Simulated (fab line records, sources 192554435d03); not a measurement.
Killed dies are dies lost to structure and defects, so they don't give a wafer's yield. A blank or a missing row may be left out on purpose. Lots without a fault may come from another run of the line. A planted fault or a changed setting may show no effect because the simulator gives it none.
fab line records | flow n5_finfet
record lots=6 wafers=16 last_day=18
route steps=1938 shown BEOL_M8@1341
lots that met no fault: from a run of the same line without faults
start_h: hours from the record's first day to the start of the lot's first wafer shown | wait_h: hours since the lot's step before | " the same as in the row above | L1.1+2: a row that stands for several wafers | - no value, or no start given | * or withheld: withheld | < > ~ a bound
route shown NAME@n: a module of which the file shows steps, and the number in the route of the first | usual: mean/standard deviation of fault-free wafers | same: alike in all rows | chamber/n: place in a boat | sites: the reading at each site | _std_site: their standard deviation | _edge_site: outer sites' mean less inner sites' | radius_mm: how far each site lies from the wafer's centre | mask NAME#n: copy n | behind: the tool/chamber that last shaped the wafer | hold: why the lot was held/for how many hours/how that ended | device: the transistor (n, p or np) that didn't switch | end of line: the same wafers' tests at the end of the route | a step without rows: its recipe alone | killed: dies lost to structure and defects at the first sort, not the wafer's yield | map: a wafer's dies, x killed, . not, _ none there
set.NAME: the setting as run; set.NAME@STEP: as run at that earlier step | model.NAME: the simulator's own value behind a step, which no gauge read
lots at some steps of the route; a table a step, a row a wafer
services: from which hour (start_h, from the record's first day; less than 0 if before it) a tool's chamber was out of use, for how many hours, and why
## steps
# step N5_BEOL_M8_SOFTBAKE_06
# recipe temp_c=110 time_s=60 resist=CAR-ArF
# step N5_BEOL_M8_EXPOSE_08
# recipe mask_id=M8 na=1.35 source_shape=dipole sigma_inner=0.817 sigma_outer=0.97 polarization=te dose_mj=68.25
# step N5_BEOL_M8_PEB_09
# recipe peb_temp_c=withheld peb_time_s=60 resist=CAR-ArF
# step N5_BEOL_M8_DEVELOP_10
# recipe develop_time_s=30 developer=TMAH resist=CAR-ArF rinse_liquid=diw dry=air_spin dev_temp_c=23
# step N5_BEOL_M8_CD_MEAS_11
# recipe target_cd_nm=38.5 landing_energy_ev=500 detector=se_inlens polarity=opening
# usual cd_nm=38.4/0.4
# columns lot.wafer tool chamber start_h wait_h cd_nm
L903.1 cd_sem-03 0 296.68 - 38.7
L903.3 " 0 " " 39.2
L903.4 " 0 " " 38.5
L906.4 cd_sem-01 0 308.76 - 38.9
L906.5 " 0 " " 39.4
L906.6 " 0 " " 39.1
L909.2 cd_sem-02 0 331.38 - 38.1
L909.6 " 0 " " 37.9
L910.2 cd_sem-03 0 332.40 - 38.1
L910.6 " 0 " " 38.1
L911.2 cd_sem-03 0 336.59 - 39.0
L911.3 " 0 " " 39.2
L911.5 " 0 " " 38.5
L915.1 cd_sem-01 0 363.54 - 38.4
L915.3 " 0 " " 37.9
L915.5 " 0 " " 38.1
# step N5_BEOL_M8_OVL_MEAS_12
# recipe points_per_wafer=44
# usual M8_OVL=0.2/0.78
# same points_per_wafer=44
# columns lot.wafer tool chamber start_h wait_h M8_OVL[nm]
L903.1 overlay-01 0 296.71 0.0 0.6
L903.3 " 0 " " -0.7
L903.4 " 0 " " -0.8
L906.4 overlay-02 0 308.79 0.0 0.4
L906.5 " 0 " " 0.8
L906.6 " 0 " " -1.5
L909.2 overlay-01 0 331.41 0.0 1.2
L909.6 " 0 " " 0.3
L910.2 overlay-01 0 332.43 0.0 0.8
L910.6 " 0 " " -0.1
L911.2 overlay-01 0 336.62 0.0 0.9
L911.3 " 0 " " 0.3
L911.5 " 0 " " -1.2
L915.1 overlay-01 0 363.57 0.0 0.0
L915.3 " 0 " " -0.2
L915.5 " 0 " " -1.4
# step N5_BEOL_M8_INSPECT_13
# recipe mode=adi inspect_instrument=brightfield
# usual raw_defect_count=434/99
# columns lot.wafer tool chamber start_h wait_h raw_defect_count
L903.1 defect_inspect-02 - 296.73 0.0 329
L903.3 " - " " 425
L903.4 " - " " 393
L906.4 defect_inspect-02 - 308.81 0.0 472
L906.5 " - " " 518
L906.6 " - " " 460
L909.2 defect_inspect-02 - 331.43 0.0 490
L909.6 " - " " 374
L910.2 defect_inspect-02 - 332.45 0.0 360
L910.6 " - " " 431
L911.2 defect_inspect-01 - 336.64 0.0 352
L911.3 " - " " 458
L911.5 " - " " 260
L915.1 defect_inspect-02 - 363.59 0.0 302
L915.3 " - " " 451
L915.5 " - " " 436
# step N5_BEOL_M8_DESCUM_16
# recipe chemistry=O2 time_s=7.9 source_power_w=50 bias_power_w=20 pressure_mtorr=20 rf_frequency_hz=2.712e+07 temp_c=40 resist=CAR-ArF o2_flow_sccm=225
# usual drypump_motor_current_A=5.8/0.42 oes_product_au=0.79/0.073 rf_vpp_V=243.2/1.2 showerhead_plenum_p_Torr=2.09/0.063 throttle_valve_pct=20.5/0.3
# columns lot.wafer tool chamber start_h wait_h drypump_motor_current_A oes_product_au rf_hours_counter_h rf_vpp_V showerhead_plenum_p_Torr throttle_valve_pct
L903.1 rie_diel-06 1 296.77 0.0 5.8 0.79 116 243.7 2.01 20.7
L903.3 " 3 " " 5.4 0.79 129 243.1 2.10 20.3
L903.4 " 0 " " 5.7 0.73 179 243.4 2.09 20.6
L906.4 rie_diel-01 0 308.84 0.0 5.5 0.83 78 242.0 2.02 20.7
L906.5 " 1 " " 5.5 0.77 - 244.4 2.10 20.2
L906.6 " 2 " " 5.9 0.70 - 243.4 2.16 20.7
L909.2 rie_diel-06 3 331.46 0.0 5.4 0.77 141 242.4 2.10 20.3
L909.6 " 0 " " 5.8 0.71 - 241.8 2.09 20.6
L910.2 rie_diel-03 1 332.50 0.0 5.8 0.81 88 245.0 2.20 20.2
L910.6 " 1 " " 5.8 0.81 - 245.6 2.21 20.2
L911.2 rie_diel-06 0 336.68 0.0 5.8 0.71 194 242.2 2.09 20.6
L911.3 " 2 " " 6.8 0.69 238 242.9 2.06 21.0
L911.5 " 2 " " 6.8 0.70 - 242.0 2.06 21.0
L915.1 rie_diel-01 3 363.63 0.0 6.1 0.81 69 241.8 2.02 20.0
L915.3 " 1 " " 5.5 0.75 173 241.6 2.09 20.2
L915.5 " 3 " " 6.1 0.82 - 243.1 2.02 20.0
# step N5_BEOL_M8_ETCH_61
# recipe chemistry=CF4 target=SiARC target_depth_a=455 mask_material=CAR-ArF time_s=75.8 ion_energy_ev=80 pressure_mtorr=40 source_w=545 bias_w=36 Ar_flow_sccm=100 cf4_flow_sccm=100 ends=cleared
# usual drypump_motor_current_A=5.8/0.42 etch_rf_on_time_s=75.4/1 oes_product_au=0.68/0.063 rf_vpp_V=184.1/1.1 showerhead_plenum_p_Torr=2.15/0.058 throttle_valve_pct=15.7/0.3
# columns lot.wafer tool chamber start_h wait_h drypump_motor_current_A etch_rf_on_time_s oes_product_au rf_hours_counter_h rf_vpp_V showerhead_plenum_p_Torr throttle_valve_pct
L903.1 rie_diel-06 1 296.80 0.0 5.8 74.2 0.68 116 182.1 2.07 15.9
L903.3 " 3 " " 5.4 75.0 0.68 129 183.2 2.15 15.5
L903.4 " 0 " " 5.8 76.2 0.62 179 183.3 2.13 15.8
L906.4 rie_diel-01 0 308.88 0.0 5.5 75.7 0.71 78 183.1 2.09 15.9
L906.5 " 1 " " 5.5 73.5 0.66 - 182.9 2.14 15.3
L906.6 " 2 " " 5.8 75.8 0.59 - 185.7 2.20 15.9
L909.2 rie_diel-06 3 331.50 0.0 5.4 74.2 0.67 141 184.6 2.14 15.5
L909.6 " 0 " " 5.8 76.1 0.61 - 184.3 2.13 15.8
L910.2 rie_diel-03 1 332.54 0.0 5.8 77.8 0.69 88 185.3 2.25 15.4
L910.6 " 1 " " 5.8 76.7 0.70 - 185.1 2.25 15.4
L911.2 rie_diel-06 0 336.71 0.0 5.8 76.2 0.61 194 184.1 2.13 15.8
L911.3 " 2 " " 6.8 77.0 0.59 238 185.2 2.12 16.2
L911.5 " 2 " " 6.8 77.6 0.59 - 184.2 2.12 16.2
L915.1 rie_diel-01 3 363.66 0.0 6.1 75.5 0.69 69 183.6 2.08 15.3
L915.3 " 1 " " 5.5 75.0 0.65 173 184.9 2.14 15.4
L915.5 " 3 " " 6.1 75.6 0.69 - 182.3 2.08 15.2
# step N5_BEOL_M8_ETCH_62
# recipe chemistry=N2/H2 target=SOC target_depth_a=1100 overetch_a=220 mask_material=SiARC temp_c=40 time_s=165 ion_energy_ev=200 pressure_mtorr=30 source_w=840 bias_w=150 n2_flow_sccm=200 h2_flow_sccm=200
# usual drypump_motor_current_A=5.8/0.41 oes_product_au=0.67/0.059 rf_vpp_V=523.9/2.2 showerhead_plenum_p_Torr=2.55/0.073 throttle_valve_pct=17.9/0.33
# columns lot.wafer tool chamber start_h wait_h drypump_motor_current_A oes_product_au rf_hours_counter_h rf_vpp_V showerhead_plenum_p_Torr throttle_valve_pct
L903.1 rie_diel-06 1 296.86 0.0 5.8 0.67 116 521.6 2.45 18.1
L903.3 " 3 " " 5.4 0.67 129 523.5 2.55 17.7
L903.4 " 0 " " 5.8 0.62 179 522.7 2.53 17.9
L906.4 rie_diel-01 0 308.93 0.0 5.5 0.69 78 522.4 2.47 18.3
L906.5 " 1 " " 5.6 0.65 - 524.7 2.54 17.5
L906.6 " 2 " " 5.9 0.59 - 525.1 2.62 18.2
L909.2 rie_diel-06 3 331.55 0.0 5.4 0.67 141 523.3 2.55 17.7
L909.6 " 0 " " 5.8 0.61 - 522.6 2.53 18.0
L910.2 rie_diel-03 1 332.59 0.0 5.8 0.70 88 525.6 2.67 17.5
L910.6 " 1 " " 5.8 0.70 - 527.9 2.67 17.5
L911.2 rie_diel-06 2 336.77 0.0 6.8 0.60 238 522.6 2.50 18.2
L911.3 " 3 " " 5.4 0.66 143 524.0 2.55 17.8
L911.5 " 1 " " 5.7 0.66 - 520.7 2.44 18.2
L915.1 rie_diel-01 3 363.72 0.0 6.1 0.69 69 522.4 2.47 17.4
L915.3 " 1 " " 5.5 0.64 173 524.4 2.53 17.6
L915.5 " 3 " " 6.1 0.69 - 521.4 2.47 17.4
# step N5_BEOL_M8_STRIP_68
# recipe chemistry=N2/H2 temp_c=40 n2_flow_sccm=200 h2_flow_sccm=200 rf_frequency_hz=6e+07
# step N5_BEOL_M8_STRIP_67
# recipe chemistry=CF4 resist=SiARC power_w=300 bias_power_w=75 pressure_mtorr=50 cf4_flow_sccm=150 rf_frequency_hz=6e+07
# usual drypump_motor_current_A=5.8/0.4 oes_product_au=0.79/0.07 rf_vpp_V=271.1/1.4 showerhead_plenum_p_Torr=1.80/0.047 throttle_valve_pct=13.63/0.29
# columns lot.wafer tool chamber start_h wait_h drypump_motor_current_A oes_product_au rf_hours_counter_h rf_vpp_V showerhead_plenum_p_Torr throttle_valve_pct
L903.1 rie_diel-06 1 297.00 0.0 5.8 0.78 116 269.5 1.73 13.82
L903.3 " 3 " " 5.4 0.80 129 271.3 1.80 13.46
L903.4 " 0 " " 5.7 0.73 180 269.2 1.79 13.75
L906.4 rie_diel-01 0 309.08 0.0 5.5 0.82 78 269.1 1.75 13.83
L906.5 " 1 " " 5.5 0.78 - 271.3 1.80 13.33
L906.6 " 2 " " 5.9 0.69 - 271.9 1.85 13.88
L909.2 rie_diel-06 3 332.31 0.0 5.4 0.79 141 271.5 1.79 13.50
L909.6 " 0 " " 5.8 0.73 - 269.6 1.79 13.80
L910.2 rie_diel-03 1 332.74 0.0 5.8 0.82 88 272.1 1.89 13.36
L910.6 " 1 " " 5.8 0.82 - 274.4 1.89 13.37
L911.2 rie_diel-06 3 336.92 0.0 5.4 0.79 143 270.7 1.79 13.51
L911.3 " 0 " " 5.7 0.72 194 271.2 1.79 13.79
L911.5 " 3 " " 5.4 0.78 - 271.2 1.79 13.50
L915.1 rie_diel-01 3 363.86 0.0 6.1 0.81 69 271.3 1.75 13.28
L915.3 " 1 " " 5.5 0.75 173 272.3 1.79 13.37
L915.5 " 3 " " 6.1 0.81 - 270.7 1.75 13.27
# step N5_BEOL_M8_HM_OPEN_17
# recipe chemistry=Cl2/BCl3 target_depth_a=200 overetch_a=60 target=TiN mask_material=SOC ion_energy_ev=150 pressure_mtorr=10 icp_w=1000 bias_w=126 Cl2_flow_sccm=53.25 bcl3_flow_sccm=21.75 Ar_flow_sccm=25
# usual drypump_motor_current_A=6.0/0.38 oes_product_au=0.64/0.061 throttle_valve_pct=22.04/0.15
# columns lot.wafer tool chamber start_h wait_h drypump_motor_current_A oes_product_au rf_hours_counter_h throttle_valve_pct model.SOC_of_BEOL_M8_COAT_59.thk_nm
L903.1 rie_metal-01 1 297.05 0.0 5.3 0.63 55 21.91 92.2
L903.3 " 0 " " 5.7 0.72 - 21.94 92
L903.4 " 1 " " 5.3 0.63 - 21.89 92
L906.4 rie_metal-03 1 309.15 0.1 5.9 0.70 - 21.99 91.8
L906.5 " 0 " " 6.1 0.56 - 22.31 92
L906.6 " 1 " " 6.0 0.70 - 21.96 92
L909.2 rie_metal-01 0 332.35 0.0 5.7 0.71 25 21.96 91.2
L909.6 " 0 " " 5.7 0.71 - 21.94 87.2
L910.2 rie_metal-01 0 332.78 0.0 5.8 0.72 25 21.96 91.8
L910.6 " 1 " " 5.3 0.63 - 21.90 87.6
L911.2 rie_metal-02 1 336.96 0.0 6.3 0.62 65 21.97 91.4
L911.3 " 1 " " 6.3 0.61 - 21.97 91.6
L911.5 " 1 " " 6.3 0.62 - 21.97 91.2
L915.1 rie_metal-02 1 363.90 0.0 6.3 0.61 67 21.99 91.6
L915.3 " 1 " " 6.3 0.61 - 21.98 91.8
L915.5 " 0 " " 6.5 0.58 - 22.00 91.8
# step N5_BEOL_M8_STRIP_19
# recipe chemistry=O2 power_w=400 temp_c=40 pressure_mtorr=30 rf_frequency_hz=6e+07 bias_power_w=0 overash_fraction=0.2 o2_flow_sccm=225
# usual drypump_motor_current_A=5.7/0.36 oes_product_au=0.82/0.086 rf_vpp_V=3.7/0.63 showerhead_plenum_p_Torr=2.13/0.075 throttle_valve_pct=16.69/0.27
# same overash_fraction=0.2
# columns lot.wafer tool chamber start_h wait_h drypump_motor_current_A oes_product_au rf_hours_counter_h rf_vpp_V showerhead_plenum_p_Torr throttle_valve_pct
L903.1 rie_diel-03 1 297.16 0.1 5.8 0.84 76 4.8 2.21 16.43
L903.3 " 0 " " 6.0 0.98 6 3.3 2.16 16.66
L903.4 " 1 " " 5.8 0.83 - 2.7 2.21 16.43
L906.4 rie_diel-03 0 309.25 0.1 6.0 0.95 11 3.3 2.15 16.66
L906.5 " 2 " " 5.7 0.75 - 4.0 2.19 16.92
L906.6 " 3 " " 5.1 0.98 - 4.3 2.24 16.48
L909.2 rie_diel-03 3 332.46 0.1 5.1 0.95 12 3.7 2.23 16.51
L909.6 " 3 " " 5.1 0.95 - 4.1 2.23 16.48
L910.2 rie_diel-03 1 332.99 0.2 5.8 0.82 88 4.2 2.21 16.45
L910.6 " 1 " " 5.8 0.83 - 4.3 2.21 16.45
L911.2 rie_diel-06 0 337.07 0.1 5.7 0.71 194 3.5 2.09 16.87
L911.3 " 3 " " 5.4 0.78 143 3.9 2.10 16.60
L911.5 " 0 " " 5.7 0.72 - 3.0 2.09 16.89
L915.1 rie_diel-06 2 364.01 0.1 6.8 0.69 246 3.6 2.06 17.26
L915.3 " 1 " " 5.8 0.76 143 2.5 2.01 17.01
L915.5 " 3 " " 5.4 0.77 - 2.7 2.10 16.62
## services
# columns tool chamber start_h hours kind
rie_diel-03 3 279.88 - clean
rie_diel-03 3 279.88 - consumable_replace:focus_ring
rie_diel-03 3 279.88 - consumable_replace:showerhead
rie_diel-03 3 279.88 20.9 scheduled_down
rie_diel-03 3 279.88 20.9 vent_cycle
rie_metal-01 0 302.31 5.3 repair
rie_diel-03 2 330.71 4.4 repair
rie_metal-03 0 355.51 - clean
rie_metal-03 0 355.51 17.4 scheduled_down
rie_metal-03 0 355.51 17.4 vent_cycle
rie_diel-01 2 357.51 - clean
rie_diel-01 2 357.51 - consumable_replace:focus_ring
rie_diel-01 2 357.51 16.1 scheduled_down
rie_diel-01 2 357.51 16.1 vent_cycle
rie_metal-01 1 362.21 3.6 repair
## key
first_sign none at tools or gauges
model_effect step=N5_BEOL_M8_HM_OPEN_17 value=SOC_of_BEOL_M8_COAT_59.thk_nm without=91.6 struck=87.4
met_at N5_BEOL_M8_HM_OPEN_17
struck_wafers L909.6,L910.6
onset_between 297.05 332.35
fault kind=process_parameter_drift tool=rie_metal-01 chamber=- onset_h=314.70 steps=N5_BEOL_M8_HM_OPEN_17 channel=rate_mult offset=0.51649 shape=step end_h=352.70 scope=struck_wafers_only
